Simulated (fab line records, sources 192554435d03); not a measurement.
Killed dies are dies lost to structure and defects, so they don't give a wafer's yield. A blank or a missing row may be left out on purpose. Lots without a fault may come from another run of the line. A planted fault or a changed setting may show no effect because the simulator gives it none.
Split-lot experiment | flow n5_finfet | 7 lots, 21 wafers read, on a route of 1938 steps

THE SPLIT
At N5_PMOS_HMC_CHANNEL_EPI_COAT_03 (resist thk 205 nm), the setting spin_rpm was moved away from the recipe's 1500 rpm on 4 of the 21 wafers read, by -10.5% to +3.3%. The other wafers ran this setting at the recipe's value.

FROM THE SPLIT TO THE READING: what the file shows between them, 5 steps
- N5_PMOS_HMC_CHANNEL_EPI_EXPOSE_06: exposes mask PMOS HMC BLK, target cd 240 nm (also split here: dose_mj)
- N5_PMOS_HMC_CHANNEL_EPI_PEB_07: peb time 60 s
- N5_PMOS_HMC_CHANNEL_EPI_DEVELOP_08: develop time 30 s
- N5_PMOS_HMC_CHANNEL_EPI_CD_MEAS_09: target cd 237.4 nm
- N5_PMOS_HMC_CHANNEL_EPI_DESCUM_14: chemistry O2, time 7.9 s

THE READING
CAR-ArF-block_of_PMOS_HMC_CHANNEL_EPI_COAT_03.thk_nm (the simulator's own value, which no gauge read), in nm, at N5_PMOS_HMC_CHANNEL_EPI_ETCH_32 (etches BARC in N2/H2, stops on SiO2, target depth 85.8 nm, time 50.3 s). The file gives no usual value for it. The 17 wafers here that ran the recipe average 132.9 nm, standard deviation 1.3 nm.

wafer  | tool, chamber at the split | spin_rpm as run, rpm | against the recipe | CAR-ArF-block_of_PMOS_HMC_CHANNEL_EPI_COAT_03.thk_nm, nm | against lot-mates on the recipe
L074.1 | litho_track-03, 0          | 1500                 | recipe             | 132.5                                                    | -
L074.3 | litho_track-03, 0          | 1500                 | recipe             | 134                                                      | -
L074.6 | litho_track-03, 0          | 1500                 | recipe             | 134.4                                                    | -
L080.1 | litho_track-04, 0          | 1500                 | recipe             | 132.8                                                    | -
L080.2 | litho_track-04, 0          | 1500                 | recipe             | 135                                                      | -
L080.6 | litho_track-04, 0          | 1500                 | recipe             | 132.7                                                    | -
L087.2 | litho_track-03, 0          | 1500                 | recipe             | 133                                                      | -
L087.4 | litho_track-03, 0          | 1342                 | -10.5%             | 142.9                                                    | +10.1
L087.5 | litho_track-03, 0          | 1500                 | recipe             | 132.6                                                    | -
L088.2 | litho_track-01, 0          | 1437                 | -4.2%              | 138.7                                                    | +5.1
L088.5 | litho_track-01, 0          | 1500                 | recipe             | 133                                                      | -
L088.6 | litho_track-01, 0          | 1500                 | recipe             | 134.2                                                    | -
L090.1 | litho_track-03, 0          | 1500                 | recipe             | 130.3                                                    | -
L090.3 | litho_track-03, 0          | 1500                 | recipe             | 133.1                                                    | -
L090.6 | litho_track-03, 0          | 1500                 | recipe             | 134.1                                                    | -
L093.1 | litho_track-04, 0          | 1549                 | +3.3%              | 131.3                                                    | -1.1
L093.4 | litho_track-04, 0          | 1500                 | recipe             | 134.2                                                    | -
L093.6 | litho_track-04, 0          | 1500                 | recipe             | 130.6                                                    | -
L095.3 | litho_track-04, 0          | 1500                 | recipe             | 132                                                      | -
L095.4 | litho_track-04, 0          | 1500                 | recipe             | 131.4                                                    | -
L095.6 | litho_track-04, 0          | 1388                 | -7.5%              | 140.6                                                    | +8.9

THE FIT
A straight line over all 21 wafers: CAR-ArF-block_of_PMOS_HMC_CHANNEL_EPI_COAT_03.thk_nm changes by -0.967 nm for each +1% of spin_rpm; r = -0.91; the points scatter about the line by 1.3 nm.
The same after taking each lot's own level away (the mean of its wafers on the recipe; 21 wafers): -0.995 nm for each +1%; r = -0.93; scatter 1.2 nm.
On that fit, the largest move of spin_rpm shifts the reading by 10 nm.
The lots' own levels span 131.70 to 133.63 nm, that is 1.5 times the standard deviation above.
So the lot-to-lot level changes the slope little: the two slopes agree.
Check: with one of the wafers moved furthest among these (-10.5%) left out of the fit, the line predicts +11.5 nm for it against its lot-mates. It came out at +10.1 nm against them.

OTHER SPLITS ON THESE WAFERS
These wafers also went through other splits before the reading. Each is held against what the fit with the lots' levels taken away leaves over:
other split on the same wafers            | wafers away from the commonest value | r with CAR-ArF-block_of_PMOS_HMC_CHANNEL_EPI_COAT_03.thk_nm (lot level and that fit taken away)
N5_PMOS_HMC_CHANNEL_EPI_EXPOSE_06 dose_mj | 6                                    | +0.35

THE WHOLE CHAIN: every reading that the file lists as answering this split, in the file's order
step                            | what it does                                                           | reading                                                                                               | change (the file's fit)              | r (the file's)
N5_PMOS_HMC_CHANNEL_EPI_COAT_03 | resist thk 205 nm                                                      | CAR-ArF-block_of_PMOS_HMC_CHANNEL_EPI_COAT_03.thk_nm (the simulator's own value, which no gauge read) | -1.05 nm for each +1% of the setting | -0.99
N5_PMOS_HMC_CHANNEL_EPI_ETCH_32 | etches BARC in N2/H2, stops on SiO2, target depth 85.8 nm, time 50.3 s | CAR-ArF-block_of_PMOS_HMC_CHANNEL_EPI_COAT_03.thk_nm (the simulator's own value, which no gauge read) | -1.01 nm for each +1% of the setting | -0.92

THE FILE'S OWN FIT
CAR-ArF-block_of_PMOS_HMC_CHANNEL_EPI_COAT_03.thk_nm changes by -1.01 nm for each +1% of spin_rpm, r = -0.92.
